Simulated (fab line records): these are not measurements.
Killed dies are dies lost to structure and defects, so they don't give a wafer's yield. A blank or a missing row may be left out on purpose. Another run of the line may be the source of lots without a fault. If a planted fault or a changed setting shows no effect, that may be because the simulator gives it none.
Chamber matching || flow n5Finfet || rieDiel-05 running N5_BEOL_M14_ETCH_59: 4 sister chambers
The step etches BARC in N2/H2, target depth 89 nm, overetch 26.7 nm, time 67.9 s. 22 wafers are shown with their chamber, then 11 later ones without.

WAFERS PAIRED WITH THEIR CHAMBERS
{"wafer": "L074.1", "chamber": 2, "drypumpMotorCurrentA (A)": 5.7, "showerheadPlenumPTorr (Torr)": 2.45, "throttleValvePct (%)": 18.07}
{"wafer": "L074.4", "chamber": 3, "drypumpMotorCurrentA (A)": 5.0, "showerheadPlenumPTorr (Torr)": 2.69, "throttleValvePct (%)": 17.62}
{"wafer": "L074.5", "chamber": 3, "drypumpMotorCurrentA (A)": 5.0, "showerheadPlenumPTorr (Torr)": 2.69, "throttleValvePct (%)": 17.61}
{"wafer": "L075.2", "chamber": 1, "drypumpMotorCurrentA (A)": 6.1, "showerheadPlenumPTorr (Torr)": 2.58, "throttleValvePct (%)": 17.59}
{"wafer": "L075.4", "chamber": 2, "drypumpMotorCurrentA (A)": 5.7, "showerheadPlenumPTorr (Torr)": 2.46, "throttleValvePct (%)": 18.08}
{"wafer": "L075.6", "chamber": 3, "drypumpMotorCurrentA (A)": 5.0, "showerheadPlenumPTorr (Torr)": 2.69, "throttleValvePct (%)": 17.64}
{"wafer": "L077.1", "chamber": 3, "drypumpMotorCurrentA (A)": 5.0, "showerheadPlenumPTorr (Torr)": 2.69, "throttleValvePct (%)": 17.63}
{"wafer": "L077.2", "chamber": 1, "drypumpMotorCurrentA (A)": 6.1, "showerheadPlenumPTorr (Torr)": 2.57, "throttleValvePct (%)": 17.62}
{"wafer": "L077.5", "chamber": 2, "drypumpMotorCurrentA (A)": 5.7, "showerheadPlenumPTorr (Torr)": 2.45, "throttleValvePct (%)": 18.08}
{"wafer": "L079.3", "chamber": 3, "drypumpMotorCurrentA (A)": 5.0, "showerheadPlenumPTorr (Torr)": 2.69, "throttleValvePct (%)": 17.65}
{"wafer": "L079.4", "chamber": 1, "drypumpMotorCurrentA (A)": 6.1, "showerheadPlenumPTorr (Torr)": 2.57, "throttleValvePct (%)": 17.60}
{"wafer": "L079.6", "chamber": 1, "drypumpMotorCurrentA (A)": 6.1, "showerheadPlenumPTorr (Torr)": 2.57, "throttleValvePct (%)": 17.61}
{"wafer": "L085.1", "chamber": 1, "drypumpMotorCurrentA (A)": 6.1, "showerheadPlenumPTorr (Torr)": 2.57, "throttleValvePct (%)": 17.64}
{"wafer": "L085.3", "chamber": 3, "drypumpMotorCurrentA (A)": 5.0, "showerheadPlenumPTorr (Torr)": 2.68, "throttleValvePct (%)": 17.64}
{"wafer": "L085.5", "chamber": 2, "drypumpMotorCurrentA (A)": 5.6, "showerheadPlenumPTorr (Torr)": 2.45, "throttleValvePct (%)": 18.11}
{"wafer": "L086.2", "chamber": 3, "drypumpMotorCurrentA (A)": 5.0, "showerheadPlenumPTorr (Torr)": 2.68, "throttleValvePct (%)": 17.66}
{"wafer": "L086.3", "chamber": 1, "drypumpMotorCurrentA (A)": 6.1, "showerheadPlenumPTorr (Torr)": 2.57, "throttleValvePct (%)": 17.62}
{"wafer": "L086.6", "chamber": 0, "drypumpMotorCurrentA (A)": 5.5, "showerheadPlenumPTorr (Torr)": 2.46, "throttleValvePct (%)": 17.67}
{"wafer": "L087.1", "chamber": 1, "drypumpMotorCurrentA (A)": 6.1, "showerheadPlenumPTorr (Torr)": 2.57, "throttleValvePct (%)": 17.64}
{"wafer": "L087.3", "chamber": 3, "drypumpMotorCurrentA (A)": 5.0, "showerheadPlenumPTorr (Torr)": 2.68, "throttleValvePct (%)": 17.66}
{"wafer": "L087.6", "chamber": 3, "drypumpMotorCurrentA (A)": 5.0, "showerheadPlenumPTorr (Torr)": 2.68, "throttleValvePct (%)": 17.66}
{"wafer": "L090.1", "chamber": 1, "drypumpMotorCurrentA (A)": 6.1, "showerheadPlenumPTorr (Torr)": 2.56, "throttleValvePct (%)": 17.65}

SIGNATURES (averages over the wafers above)
{"reading": "drypumpMotorCurrentA", "chamber 0": 5.500, "chamber 1": 6.100, "chamber 2": 5.675, "chamber 3": 5.000, "scatter within a chamber": 0.0204}
{"reading": "showerheadPlenumPTorr", "chamber 0": 2.4600, "chamber 1": 2.5700, "chamber 2": 2.4525, "chamber 3": 2.6856, "scatter within a chamber": 0.00526}
{"reading": "throttleValvePct", "chamber 0": 17.6700, "chamber 1": 17.6212, "chamber 2": 18.0850, "chamber 3": 17.6411, "scatter within a chamber": 0.0193}
Rule: for each reading, subtract the chamber's mean from the wafer's reading, divide by that reading's scatter and square the result; add these up over the readings and take the root, which gives the wafer's distance from the chamber. The wafer belongs to the nearest chamber; if the next one is less than 2 further off, it can't be placed. How the scatter is found: for the shown wafers, subtract from each reading the mean of its chamber, square and add these, divide the total by (wafers less chambers), then take the root.

WAFERS MISSING THEIR CHAMBER
{"wafer": "L090.3", "drypumpMotorCurrentA (A)": 4.9, "showerheadPlenumPTorr (Torr)": 2.68, "throttleValvePct (%)": 17.66}
{"wafer": "L090.4", "drypumpMotorCurrentA (A)": 5.7, "showerheadPlenumPTorr (Torr)": 2.44, "throttleValvePct (%)": 18.12}
{"wafer": "L093.1", "drypumpMotorCurrentA (A)": 6.1, "showerheadPlenumPTorr (Torr)": 2.56, "throttleValvePct (%)": 17.66}
{"wafer": "L093.3", "drypumpMotorCurrentA (A)": 5.7, "showerheadPlenumPTorr (Torr)": 2.44, "throttleValvePct (%)": 18.13}
{"wafer": "L093.4", "drypumpMotorCurrentA (A)": 5.0, "showerheadPlenumPTorr (Torr)": 2.68, "throttleValvePct (%)": 17.66}
{"wafer": "L091.2", "drypumpMotorCurrentA (A)": 5.5, "showerheadPlenumPTorr (Torr)": 2.45, "throttleValvePct (%)": 17.70}
{"wafer": "L091.5", "drypumpMotorCurrentA (A)": 6.1, "showerheadPlenumPTorr (Torr)": 2.56, "throttleValvePct (%)": 17.68}
{"wafer": "L091.6", "drypumpMotorCurrentA (A)": 5.5, "showerheadPlenumPTorr (Torr)": 2.45, "throttleValvePct (%)": 17.69}
{"wafer": "L095.3", "drypumpMotorCurrentA (A)": 5.0, "showerheadPlenumPTorr (Torr)": 2.67, "throttleValvePct (%)": 17.68}
{"wafer": "L095.4", "drypumpMotorCurrentA (A)": 5.6, "showerheadPlenumPTorr (Torr)": 2.44, "throttleValvePct (%)": 18.15}
{"wafer": "L095.6", "drypumpMotorCurrentA (A)": 5.5, "showerheadPlenumPTorr (Torr)": 2.45, "throttleValvePct (%)": 17.71}

WHICH CHAMBER EACH ONE RAN IN
{"wafer": "L090.3", "from the rows above": 3, "in truth": 3}
{"wafer": "L090.4", "from the rows above": 2, "in truth": 2}
{"wafer": "L093.1", "from the rows above": 1, "in truth": 1}
{"wafer": "L093.3", "from the rows above": 2, "in truth": 2}
{"wafer": "L093.4", "from the rows above": 3, "in truth": 3}
{"wafer": "L091.2", "from the rows above": 0, "in truth": 0}
{"wafer": "L091.5", "from the rows above": 1, "in truth": 1}
{"wafer": "L091.6", "from the rows above": 0, "in truth": 0}
{"wafer": "L095.3", "from the rows above": 3, "in truth": 3}
{"wafer": "L095.4", "from the rows above": 2, "in truth": 2}
{"wafer": "L095.6", "from the rows above": 0, "in truth": 0}
Correct placement for 11 of the 11. Can't be placed from these rows: 0. Placed wrongly: 0.
